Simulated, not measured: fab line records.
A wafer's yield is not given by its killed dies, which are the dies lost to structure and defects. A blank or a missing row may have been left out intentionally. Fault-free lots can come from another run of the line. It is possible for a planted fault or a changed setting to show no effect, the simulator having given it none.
Split-lot study	flow n5 finfet	route with 1938 steps; 7 lots, 21 wafers read

## THE SPLIT
At N5_MOL_CONTACT_COAG_ETCH_91 (etches SOC in N2/H2, target depth 60 nm, overetch 21 nm, time 101.2 s), the setting time s was moved away from the recipe's 101.2 s on 8 of the 21 wafers read, by -20.0% to +18.0%. All remaining wafers had this setting at the recipe value.

The split's own step is where the reading is taken.

## THE READING
SiARC_of_MOL_CONTACT_COAG_COAT_76.thk nm (the simulator's own value, which no gauge read), in nm, at N5_MOL_CONTACT_COAG_ETCH_91 (etches SOC in N2/H2, target depth 60 nm, overetch 21 nm, time 101.2 s). The file gives no usual value for it. Across the 13 wafers here that went through the recipe, the average is 5.8 nm and the standard deviation 0.15 nm.

wafer	tool, chamber at the split	time s as run, s	against the recipe	SiARC_of_MOL_CONTACT_COAG_COAT_76.thk nm, nm	against lot-mates on the recipe
L076.3	rie diel-04, 1	101.2	recipe	6	-
L076.4	rie diel-04, 2	80.93	-20.0%	6.8	+0.8
L076.6	rie diel-04, 0	80.93	-20.0%	6.6	+0.6
L077.1	rie diel-04, 0,1	101.2	recipe	5.8	-
L077.6	rie diel-04, 0,1	101.2	recipe	5.8	-
L077.2	rie diel-04, 2	101.2	recipe	6	-
L079.2	rie diel-05, 1	101.2	recipe	5.8	-
L079.4	rie diel-05, 0	116.8	+15.4%	5.2	-0.6
L079.6	rie diel-05, 1	116.8	+15.4%	5	-0.8
L080.1	rie diel-05, 1	101.2	recipe	5.8	-
L080.4	rie diel-05, 3,2	101.2	recipe	5.6	-
L080.5	rie diel-05, 3,2	101.2	recipe	5.6	-
L081.2	rie diel-05, 1	101.2	recipe	5.8	-
L081.3	rie diel-05, 0	119.4	+18.0%	5	-0.8
L081.6	rie diel-05, 3	119.4	+18.0%	4.6	-1.2
L084.2	rie diel-04, 0	116.6	+15.2%	5.2	-0.7
L084.4	rie diel-04, 2	101.2	recipe	6	-
L084.6	rie diel-04, 0	101.2	recipe	5.8	-
L085.1	rie diel-06, 0	101.2	recipe	6	-
L085.3	rie diel-06, 2	114.3	+12.9%	5	-0.8
L085.6	rie diel-06, 3	101.2	recipe	5.6	-
When a row names more than one chamber, that row covers several wafers, and the file does not tell which wafer ran in which chamber.

FIT RESULTS
A straight line over all 21 wafers: SiARC_of_MOL_CONTACT_COAG_COAT_76.thk nm changes by -0.0485 nm for each +1% of time s; r = -0.95; the points scatter about the line by 0.16 nm.
The same after taking each lot's own level away (the mean of its wafers on the recipe; 21 wafers): -0.0447 nm for each +1%; r = -0.95; scatter 0.15 nm.
On that fit, the largest move of time s shifts the reading by 0.9 nm.
The lots' own levels span 5.67 to 6.00 nm, that is 2.3 times the standard deviation above.
So the lot-to-lot level changes the slope little: the two slopes agree.
Check: +0.863 nm against its lot-mates is what the line predicts for one of the wafers moved furthest among these (-20.0%) when that wafer is left out of the fit. Against them it came out at +0.8 nm.

## THESE WAFERS: OTHER SPLITS
Other splits were also applied to these wafers ahead of the reading. Each is held against what the fit with the lots' levels taken away leaves over:
other split on the same wafers	wafers away from the commonest value	r with SiARC_of_MOL_CONTACT_COAG_COAT_76.thk nm (lot level and that fit taken away)
N5_HKMG_FIN_COAT_06 spin rpm	6	+0.29
N5_MOL_CONTACT_COAG_CONTACT_ETCH_14 source w	8	-0.03

## THE FILE'S OWN FIT
SiARC_of_MOL_CONTACT_COAG_COAT_76.thk nm changes by -0.0469 nm for each +1% of time s, r = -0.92.
